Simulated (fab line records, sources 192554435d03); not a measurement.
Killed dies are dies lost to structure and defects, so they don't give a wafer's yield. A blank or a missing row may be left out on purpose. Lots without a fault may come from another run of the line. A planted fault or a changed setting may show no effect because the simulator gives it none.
A struck lot beside a sound one | flow n5_finfet | 16 steps out of a route of 1938
Sound: wafers L647.3, L647.4, L647.6. Struck: wafers L648.1, L648.5. The cause comes at the end.
At each step with rows: each side's tool, then ch and its chambers, then its first start. Under that, the readings that differ: sound wafers | struck wafers | difference of the means | sigmas: that difference in standard deviations of wafers without a fault.
alike: readings whose means differ by less than 2 such deviations, and words and numbers that are the same on both sides. not compared: withheld readings, readings that some wafer has no value for, bounds like >300 that may hide the same value, and numbers for which the record gives no deviation and whose values overlap.
The two part at a step that has a row with sigmas, a row that says differs or no value, or rows on one side only. Numbers that don't overlap but have no deviation are shown without sigmas and don't part them. A reading that every wafer of one side lacks parts them only if that side has two wafers or more.

first, 2 steps without rows for these wafers: N5_DUMMY_GATE_ETCH_29 (etches underlayer in N2/H2, target depth 13 nm); N5_DUMMY_GATE_ETCH_36 (etches SiARC in CF4, target depth 13 nm).
N5_DUMMY_GATE_ETCH_37: etches SOC in N2/H2, target depth 60 nm, overetch 30 nm.
  sound on rie_diel-03 ch 0,2,3, day 6 21:58; struck on rie_diel-06 ch 0,3, day 7 08:39
  reading                     | sound       | struck  | difference | sigmas
  drypump_motor_current_A (A) | 5.1 5.4 4.8 | 6.8 5.5 | +1.1       | +2
  alike: oes_product_au, rf_vpp_V, showerhead_plenum_p_Torr, throttle_valve_pct
  not compared: rf_hours_counter_h
then, 3 steps without rows for these wafers: N5_DUMMY_GATE_STRIP_38 (strips in N2/H2); N5_DUMMY_GATE_STRIP_39 (strips in N2/H2); N5_DUMMY_GATE_TRIM_49 (chemistry O2, time 29 s, target cd 14 nm).
N5_DUMMY_GATE_STRIP_40: strips in CF4.
  sound on rie_diel-06 ch 0,2,3, day 6 22:10; struck on rie_diel-05 ch 1,3, day 7 08:51
  alike: drypump_motor_current_A, oes_product_au, rf_vpp_V, showerhead_plenum_p_Torr, throttle_valve_pct
  not compared: rf_hours_counter_h
N5_DUMMY_GATE_CD_MEAS_50: target cd 14 nm.
  sound on cd_sem-03, day 6 22:13; struck on cd_sem-01, day 7 08:54
  alike: cd_nm
then, 1 step without rows for these wafers: N5_DUMMY_GATE_ETCH_31 (etches SiO2 in C4F6/O2, target depth 82.5 nm, time 27.5 s).
N5_DUMMY_GATE_STRIP_41: strips in O2.
  sound on rie_diel-05 ch 1,2,3, day 6 22:21; struck on rie_diel-05 ch 0,1, day 7 08:59
  alike: drypump_motor_current_A, oes_product_au, rf_vpp_V, showerhead_plenum_p_Torr, throttle_valve_pct
  not compared: rf_hours_counter_h
N5_DUMMY_GATE_HM_OPEN_21: chemistry CH3F/O2, target SiNx, target depth 120 nm, time 171.4 s.
  sound on rie_diel-05 ch 1,2,3, day 6 22:23; struck on rie_diel-05 ch 0,1, day 7 09:02
  alike: drypump_motor_current_A, oes_product_au, rf_vpp_V, showerhead_plenum_p_Torr, throttle_valve_pct
  not compared: rf_hours_counter_h
N5_DUMMY_GATE_ETCH_32: etches SiO2 in CF4, target depth 3.5 nm, time 3.9 s.
  sound on rie_si-06 ch 1,2,3, day 6 22:33; struck on rie_si-05 ch 0,1, day 7 09:11
  alike: drypump_motor_current_A, oes_product_au, throttle_valve_pct
  not compared: rf_hours_counter_h
N5_DUMMY_GATE_ETCH_23: etches poly-Si in HBr/Cl2/O2, target depth 41 nm, time 22.3 s.
  sound on rie_si-06 ch 1,2,3, day 6 22:35; struck on rie_si-05 ch 0,1, day 7 09:14
  reading                                       | sound             | struck      | difference | sigmas
  oes_product_au (a.u.)                         | 1.006 0.973 1.016 | 0.775 0.767 | -0.227     | -12
  model.etch.depth_nm (nm)                      | 42.03 40.98 41.6  | 27.41 27    | -14.33     |
  model.SiO2_of_DUMMY_GATE_PECVD_30.thk_nm (nm) | 39 39.2 39.2      | 39.8 40.6   | +1.1       |
  alike: drypump_motor_current_A, throttle_valve_pct
  not compared: rf_hours_counter_h
N5_DUMMY_GATE_ETCH_44: etches poly-Si in HBr/O2, stops on SiO2, target depth 127.5 nm.
  sound on rie_si-06 ch 1,2,3, day 6 22:38; struck on rie_si-05 ch 0,1, day 7 09:17
  reading                                       | sound        | struck    | difference | sigmas
  model.SiO2_of_DUMMY_GATE_PECVD_30.thk_nm (nm) | 38 38.4 38.2 | 38.8 39.6 | +1.0       |
  alike: drypump_motor_current_A, oes_product_au, throttle_valve_pct
  not compared: rf_hours_counter_h
N5_DUMMY_GATE_CD_MEAS_24: target cd 15 nm.
  sound on cd_sem-03, day 6 22:46; struck on cd_sem-02, day 7 09:23
  alike: cd_nm
-- the record jumps here: 5 days lie between the struck wafers' starts before and after (it left off in module DUMMY_GATE and takes up again in module BEOL_M4, whose first step shown is number 1111 of the route) --
N5_BEOL_M4_RC_MEAS_101:
  sound on prober-02 ch 0, day 12 06:06; struck on prober-01 ch 0, day 12 08:06
  reading       | sound          | struck    | difference | sigmas
  SS_N (mV/dec) | 70.3 70.4 70.7 | 72.8 71.5 | +1.7       | +3
  alike: DIBL_N, DIBL_P, IOFF_N, IOFF_P, ION_N, ION_P, SS_P, VT_N, VT_P

WHERE THEY PART
First at N5_DUMMY_GATE_ETCH_37; last, within this record, at N5_BEOL_M4_RC_MEAS_101.

WHY: what the simulator had put in
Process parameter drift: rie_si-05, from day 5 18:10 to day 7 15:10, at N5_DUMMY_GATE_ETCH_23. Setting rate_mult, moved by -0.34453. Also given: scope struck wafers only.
